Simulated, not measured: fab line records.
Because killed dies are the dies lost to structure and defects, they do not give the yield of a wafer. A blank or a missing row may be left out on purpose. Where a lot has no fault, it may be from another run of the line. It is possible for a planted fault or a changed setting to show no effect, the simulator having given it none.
Which tool was responsible? ; flow nand harc ; 12 lots with 36 wafers sampled at 4 steps, on a route of 1302 steps

WHAT EACH GAUGE READ, for each wafer
The record holds no reading of a measuring or inspecting step that can be judged against a usual standard deviation.

EACH LOT AND THE TOOL THAT RAN IT (in order: tool; ch and the chambers of the sampled wafers; start)
lot;NHARC_A_SGD_CUT_ETCH_15;NHARC_A_SGD_CUT_CMP_21;NHARC_A_SGD_CUT_ETCHBACK_24;NHARC_A_SLIT_SOFTBAKE_04
L163;rie diel-09 ch 0,1,2, day 19 19:36 or earlier;cmp-03 ch 0,1,2, day 19 19:36;rie diel-05 ch 0,2,3, day 19 20:05;litho track-04 ch 0, day 20 00:00
L165;rie diel-09 ch 0,1,3, day 20 18:25 or earlier;cmp-02 ch 0,1,3, day 20 18:25;rie diel-09 ch 0,1,2, day 20 18:53;litho track-04 ch 0, day 21 01:00
L167;rie diel-05 ch 0,1,3, day 21 14:46 or earlier;cmp-03 ch 0,2, day 21 14:46;rie diel-05 ch 0,2, day 21 15:14;litho track-06 ch 0, day 21 19:00
L169;rie diel-11 ch 2,3, day 22 06:29 or earlier;cmp-03 ch 0,1,2, day 22 06:29;rie diel-09 ch 1,3, day 22 06:56;litho track-06 ch 0, day 22 11:00
L170;rie diel-05 ch 0,1,3, day 23 04:25 or earlier;cmp-01 ch 0,1,3, day 23 04:25;rie diel-05 ch 0,1,3, day 23 04:53;litho track-06 ch 0, day 23 09:00
L171;rie diel-11 ch 2,3, day 23 15:41 or earlier;cmp-02 ch 0,2, day 23 15:41;rie diel-09 ch 0,1,2, day 23 16:10;litho track-06 ch 0, day 23 21:00
L173;rie diel-09 ch 0,2,3, day 23 23:27 or earlier;cmp-01 ch 0,1,3, day 23 23:27;rie diel-11 ch 0,1,3, day 23 23:55;litho track-01 ch 0, day 24 06:00
L182;rie diel-05 ch 0,1,3, day 27 08:38 or earlier;cmp-01 ch 0,1,3, day 27 08:38;rie diel-05 ch 0,1, day 27 09:03;litho track-04 ch 0, day 27 16:00
L181;rie diel-11 ch 2,3, day 27 08:38 or earlier;cmp-02 ch 0,2,3, day 27 08:38;rie diel-11 ch 1,2,3, day 27 09:07;litho track-06 ch 0, day 27 17:00
L184;rie diel-11 ch 0,1,3, day 28 06:35 or earlier;cmp-02 ch 0,1,2, day 28 06:35;rie diel-05 ch 0,2, day 28 07:03;litho track-06 ch 0, day 28 11:00
L183;rie diel-09 ch 0,1, day 28 06:43 or earlier;cmp-01 ch 0,2, day 28 06:43;rie diel-11 ch 0,2, day 28 07:11;litho track-01 ch 0, day 28 11:00
L185;rie diel-09 ch 1,2, day 29 04:07 or earlier;cmp-02 ch 0,2,3, day 29 04:07;rie diel-05 ch 1,2, day 29 04:31;litho track-06 ch 0, day 29 14:00
- NHARC_A_SGD_CUT_ETCH_15: etches the open film in CH3F/O2, target depth 75 nm, time 64.3 s.
- NHARC_A_SGD_CUT_CMP_21: polishes, target thk 148.19 nm.
- NHARC_A_SGD_CUT_ETCHBACK_24: etches the open film in CH3F/O2, target depth 50 nm, time 92.857 s.
- NHARC_A_SLIT_SOFTBAKE_04: time 55 s.

AS READ BY THE TOOLS THEMSELVES (means over the sampled wafers that have a number; for cases with no such wafer, the mark the record gives instead)
NHARC_A_SGD_CUT_ETCH_15.
lot;tool;drypump motor current A (A);mfc ar sccm (sccm);oes product au (a.u.);rf vpp V (V);showerhead plenum p Torr (Torr);throttle valve pct (%)
L163;rie diel-09;5.9;200.2;0.963;265.6;2.55;20.660
L165;rie diel-09;6.0;200.5;0.968;265.5;2.52;20.658
L167;rie diel-05;5.7;199.8;0.969;264.6;2.48;20.659
L169;rie diel-11;5.6;199.7;0.971;263.4;2.45;20.668
L170;rie diel-05;5.7;199.9;0.961;263.8;2.48;20.663
L171;rie diel-11;5.7;200.3;0.996;262.6;2.42;20.668
L173;rie diel-09;6.0;200.0;0.986;265.2;2.52;20.650
L182;rie diel-05;5.7;200.0;0.977;264.7;2.47;20.675
L181;rie diel-11;5.7;200.1;0.968;263.5;2.44;20.662
L184;rie diel-11;6.2;200.3;0.953;263.1;2.40;20.661
L183;rie diel-09;5.9;200.2;0.979;265.7;2.55;20.660
L185;rie diel-09;5.9;199.9;0.985;264.3;2.51;20.671

NHARC_A_SGD_CUT_CMP_21.
lot;tool;motor current A (A);time to endpoint s (s)
L163;cmp-03;10.6;49
L165;cmp-02;12.3;48
L167;cmp-03;10.8;47
L169;cmp-03;10.8;50
L170;cmp-01;12.2;50
L171;cmp-02;10.6;46
L173;cmp-01;12.1;49
L182;cmp-01;12.7;46
L181;cmp-02;12.0;53
L184;cmp-02;11.4;53
L183;cmp-01;12.7;47
L185;cmp-02;12.0;49

NHARC_A_SGD_CUT_ETCHBACK_24.
lot;tool;drypump motor current A (A);mfc ar sccm (sccm);oes product au (a.u.);rf vpp V (V);showerhead plenum p Torr (Torr);throttle valve pct (%)
L163;rie diel-05;5.5;199.5;1.00;244.9;2.53;20.660
L165;rie diel-09;5.9;200.0;0.93;245.6;2.55;20.664
L167;rie diel-05;5.1;200.2;0.93;245.3;2.47;20.665
L169;rie diel-09;6.0;200.3;0.99;244.6;2.49;20.666
L170;rie diel-05;5.7;200.1;0.93;244.7;2.48;20.663
L171;rie diel-09;5.9;199.9;1.00;245.9;2.55;20.661
L173;rie diel-11;6.2;200.0;1.00;242.6;2.41;20.656
L182;rie diel-05;5.5;200.0;0.94;243.4;2.38;20.664
L181;rie diel-11;5.9;199.8;0.94;243.1;2.38;20.654
L184;rie diel-05;5.2;200.6;1.00;245.0;2.49;20.666
L183;rie diel-11;6.1;200.1;1.00;245.6;2.52;20.666
L185;rie diel-05;5.5;199.9;1.01;243.0;2.40;20.674

NHARC_A_SLIT_SOFTBAKE_04.
lot;tool;heater power total W (W)
L163;litho track-04;188.60
L165;litho track-04;188.37
L167;litho track-06;188.39
L169;litho track-06;188.49
L170;litho track-06;226.25
L171;litho track-06;226.30
L173;litho track-01;188.52
L182;litho track-04;188.54
L181;litho track-06;188.33
L184;litho track-06;188.36
L183;litho track-01;188.56
L185;litho track-06;188.59

THE ANSWER, worked out from the rows above alone
Rule: the usual values come from the lots themselves. The widest of any qualifying gaps counts: lots, ordered by their means at a reading, are off when they make up no more than a third of the lots, leave a main group of 4 or more, and stand apart from it by 3 or more times the standard deviation of that group's means. If all means in a main group match to the digits the tables above print for the reading, that group is not used. Also off: a lot with no number at a reading for which 4 or more lots have one. All remaining lots with rows at the step are treated as sound. First the gauges in route order, then the tools' own readings, where a lot's mean is used as printed above. At the first step where some lot is off, the reading lying furthest off is the one used; lots without a number count as furthest.
Off, at NHARC_A_SLIT_SOFTBAKE_04 on heater power total W: L170, L171. The main group has a mean of 188.47 W with a standard deviation of 0.097.
If a tool, at that step or one of the process steps before it, ran each lot that is off and ran no sound lot following the first of them, it fits. NHARC_A_SGD_CUT_ETCH_15: start missing for some lots; hours and lot order therefore follow NHARC_A_SGD_CUT_CMP_21. Of those tried, none fits.

WHAT THE SIMULATOR HAD PUT IN
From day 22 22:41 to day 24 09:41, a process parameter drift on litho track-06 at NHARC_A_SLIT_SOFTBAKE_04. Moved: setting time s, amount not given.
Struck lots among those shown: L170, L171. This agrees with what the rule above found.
